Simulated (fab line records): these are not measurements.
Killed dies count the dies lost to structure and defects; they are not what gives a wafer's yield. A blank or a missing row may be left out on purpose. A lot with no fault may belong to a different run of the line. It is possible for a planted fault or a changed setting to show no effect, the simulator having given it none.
Which tool did it?    flow nand_harc    18 wafers from 6 lots sampled at 4 of the route's 1159 steps

== WHAT THE GAUGES READ, wafer by wafer ==
NHARC_END_SORT_01.
lot   measured      on         killed_at_periphery
L660  day 21 00:24  prober-02  4 2 1
L665  day 21 10:28  prober-02  5 5 5
L666  day 22 11:32  prober-01  6 2 1
L669  day 22 19:19  prober-02  1 1 2
L670  day 23 04:35  prober-01  654 646 656
L678  day 24 22:55  prober-02  6 8 4

== WHAT TOOL EACH LOT RAN ON (gives the tool, then ch and the chambers of the sampled wafers, and finally the start) ==
lot   NHARC_P_M0_DEP_32               NHARC_P_M1_ETCH_15                 NHARC_P_M1_PRE_CLEAN_30
L660  pecvd-04 ch 1,2, day 6 23:08    rie_diel-04 ch 1,2,3, day 7 00:51  pvd_sputter-02, day 21 00:24 or earlier
L665  pecvd-01 ch 0,1, day 8 01:34    rie_diel-03 ch 0,1,2, day 8 03:24  pvd_sputter-02, day 21 10:28 or earlier
L666  pecvd-02 ch 0,1,2, day 8 23:22  rie_diel-04 ch 0,1, day 9 00:56    pvd_sputter-03, day 22 11:32 or earlier
L669  pecvd-04 ch 0,1,2, day 9 02:33  rie_diel-05 ch 0,1,2, day 9 04:10  pvd_sputter-03, day 22 19:19 or earlier
L670  pecvd-04 ch 0,1,2, day 9 19:40  rie_diel-05 ch 0,2,3, day 9 21:16  pvd_sputter-03, day 23 04:35 or earlier
L678  pecvd-01 ch 1,2, day 11 18:57   rie_diel-05 ch 1,3, day 11 20:32   pvd_sputter-02, day 24 22:55 or earlier
- NHARC_P_M0_DEP_32: deposits SiCN, target thk 30 nm.
- NHARC_P_M1_ETCH_15: etches the open film in C4F8/Ar, target depth 182.5 nm, time 91.2 s.
- NHARC_P_M1_PRE_CLEAN_30: time 30 s.

== THE ANSWER, worked out from the rows above alone ==
Rule: what is usual is taken from the lots themselves. The widest of any qualifying gaps counts: lots, ordered by their means at a reading, are off when they make up no more than a third of the lots, leave a main group of 4 or more, and stand apart from it by 3 or more times the standard deviation of that group's means. The tables above print the reading to a certain number of digits; a main group whose means all agree to those digits is not used. A lot without any number at a reading at which 4 lots or more have one is off too. Any other lot the step has rows for is counted as sound.
Off at NHARC_END_SORT_01 (killed_at_periphery): L670. The main group: mean 3.5, standard deviation 1.7.
If a tool, at a process step before that reading, ran all the lots that are off and no sound lot after the first of them, it fits. Gauges at NHARC_END_SORT_01: tried the same way as those tools. With no start given for some of its lots, NHARC_P_M1_PRE_CLEAN_30 uses the hours and lot order of NHARC_END_SORT_01. Can't be told from this: 3 tools fit, pecvd-04 at NHARC_P_M0_DEP_32, pvd_sputter-03 at NHARC_P_M1_PRE_CLEAN_30, prober-01 at NHARC_END_SORT_01.

== WHAT THE SIMULATOR HAD PUT IN ==
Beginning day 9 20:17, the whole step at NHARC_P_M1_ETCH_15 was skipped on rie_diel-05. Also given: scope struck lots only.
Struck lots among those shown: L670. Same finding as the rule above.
